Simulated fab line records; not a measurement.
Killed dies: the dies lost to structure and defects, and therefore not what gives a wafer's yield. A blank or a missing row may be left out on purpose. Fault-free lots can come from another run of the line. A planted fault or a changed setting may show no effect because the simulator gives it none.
2 desks looking at one fault ; flow n5Finfet ; each desk has only its own numbers; what lay behind them comes last

== METROLOGY DESK ==
Means of the sampled wafers that have a number, per lot and without regard to the tool the lot ran on: this is what the gauges read. The brackets show how far a lot's mean lies from the usual mean; more than 4 standard deviations puts the lot out of limits, marked OUT.
Columns: A = trenchDepthNm at N5_BEOL_M5_OCD_MEAS_38, usual 71.3 nm
lot;first seen here;A
L608;day 8 13:13;72.6
L610;day 8 17:27;69.4
L611;day 9 01:50;70.8
L613;day 9 18:33;70.8
L617;day 10 09:59;72.7
L618;day 10 19:15;70.8
L619;day 11 00:28;70.3
L621;day 11 09:46;73.8
L620;day 11 12:26;73.9
L628;day 13 17:39;73.4
L629;day 13 20:16;70.7
L630;day 14 05:05;71.2
This desk's finding: nothing out of limits on any of the 12 lots.

== TOOL OWNER'S DESK, cvdCo-02 ==
The tool's own readings at N5_BEOL_M5_CVD_47 (deposits Co from CCTBA/H2, target thk 3 nm, time 216 s): means of the sampled wafers that have a number, for each lot that ran on this tool. The brackets show how far a lot's mean lies from the usual mean; more than 4 standard deviations puts the lot out of limits, marked OUT.
Columns: A = runLengthS at N5_BEOL_M5_CVD_47, usual 239.1 s
lot;first seen here;A
L608;day 8 14:21;239.3
L610;day 8 18:58;238.9
L617;day 10 12:01;238.9
L619;day 11 01:37;235.6 (-5.9) OUT
L621;day 11 11:26;236.6 (-4.2) OUT
L620;day 11 16:40;236.4 (-4.5) OUT
L629;day 13 21:40;239.3
L630;day 14 06:13;239.1
This desk's verdict: out of limits on L619, L620, L621, starting with L619 at day 11 01:37 (runLengthS at N5_BEOL_M5_CVD_47). Within limits: L608, L610, L617, L629, L630.

== ALL TOGETHER ==
The tool owner's desk could have raised an alarm at day 11 01:37, on L619, L620, L621.
The metrology desk saw nothing out of limits.
The metrology desk holds a record of L619, L620, L621, inside its limits.
The lots listed all ran N5_BEOL_M5_CVD_47 on cvdCo-02.

== WHAT THE SIMULATOR HAD PUT IN ==
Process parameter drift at N5_BEOL_M5_CVD_47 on cvdCo-02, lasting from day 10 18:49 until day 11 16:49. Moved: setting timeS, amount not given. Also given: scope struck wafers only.
Lots struck among those shown: L619, L620, L621.
Delay in hours, fault start to first out-of-limits reading, by desk: the tool owner's desk at 7.
